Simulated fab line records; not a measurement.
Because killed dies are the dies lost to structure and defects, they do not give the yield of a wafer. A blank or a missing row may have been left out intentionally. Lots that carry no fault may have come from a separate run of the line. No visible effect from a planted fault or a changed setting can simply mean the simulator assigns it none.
Chamber matching | flow n5Finfet | N5_BEOL_M10_DESCUM_16 on rieDiel-05: 4 sister chambers
The step chemistry O2, time 7.9 s. 16 wafers are shown with their chamber, then 8 later ones without.

== WAFERS WITH THEIR CHAMBER ==
wafer  | chamber | showerheadPlenumPTorr (Torr) | throttleValvePct (%) | rfVppV (V)
L076.2 | 1       | 2.03                         | 20.29                | 242.3
L076.3 | 0       | 1.93                         | 20.86                | 239.8
L076.5 | 2       | 2.22                         | 20.48                | 246.1
L075.1 | 3       | 2.14                         | 20.41                | 243.3
L075.3 | 0       | 1.93                         | 20.86                | 240.1
L075.6 | 0       | 1.93                         | 20.86                | 240.2
L079.1 | 3       | 2.14                         | 20.42                | 244.5
L079.2 | 0       | 1.93                         | 20.87                | 241.1
L079.4 | 1       | 2.03                         | 20.28                | 241.3
L087.3 | 0       | 1.93                         | 20.87                | 240.2
L087.4 | 1       | 2.03                         | 20.30                | 242.5
L087.5 | 0       | 1.93                         | 20.89                | 239.3
L092.2 | 2       | 2.20                         | 20.52                | 246.3
L092.3 | 0       | 1.92                         | 20.89                | 239.9
L092.5 | 2       | 2.20                         | 20.51                | 244.6
L094.3 | 3       | 2.13                         | 20.48                | 244.1

SIGNATURES, as means of the wafers listed above
reading               | chamber 0 | chamber 1 | chamber 2 | chamber 3 | scatter within a chamber
showerheadPlenumPTorr | 1.9286    | 2.0300    | 2.2067    | 2.1367    | 0.00591
throttleValvePct      | 20.8714   | 20.2900   | 20.5033   | 20.4367   | 0.0205
rfVppV                | 240.086   | 242.033   | 245.667   | 243.967   | 0.651
Rule: for a wafer and a chamber, the distance is found by dividing, reading by reading, the gap between the wafer's reading and the chamber's mean by the reading's scatter, squaring, summing and taking the root. If the next closest chamber is less than 2 further off than the closest, the wafer can't be placed; otherwise it belongs to the closest. The scatter: the root of (the sum of the squares of (reading less its chamber's mean) over the shown wafers, divided by (wafers less chambers)).

== WAFERS WITHOUT THEIR CHAMBER ==
wafer  | showerheadPlenumPTorr (Torr) | throttleValvePct (%) | rfVppV (V)
L094.4 | 2.20                         | 20.53                | 245.2
L094.5 | 2.20                         | 20.55                | 245.4
L096.1 | 2.13                         | 20.46                | 244.8
L096.3 | 2.20                         | 20.54                | 243.5
L096.4 | 2.02                         | 20.33                | 240.6
L097.1 | 2.20                         | 20.53                | 244.2
L097.3 | 2.12                         | 20.49                | 242.9
L097.6 | 1.92                         | 20.93                | 239.2

== WHICH CHAMBER EACH WENT THROUGH ==
wafer  | from the rows above | in truth
L094.4 | 2                   | 2
L094.5 | 2                   | 2
L096.1 | 3                   | 3
L096.3 | 2                   | 2
L096.4 | 1                   | 1
L097.1 | 2                   | 2
L097.3 | 3                   | 3
L097.6 | 0                   | 0
Correct placement for 8 of the 8. Not placeable from these rows: 0. 0 placed wrongly.
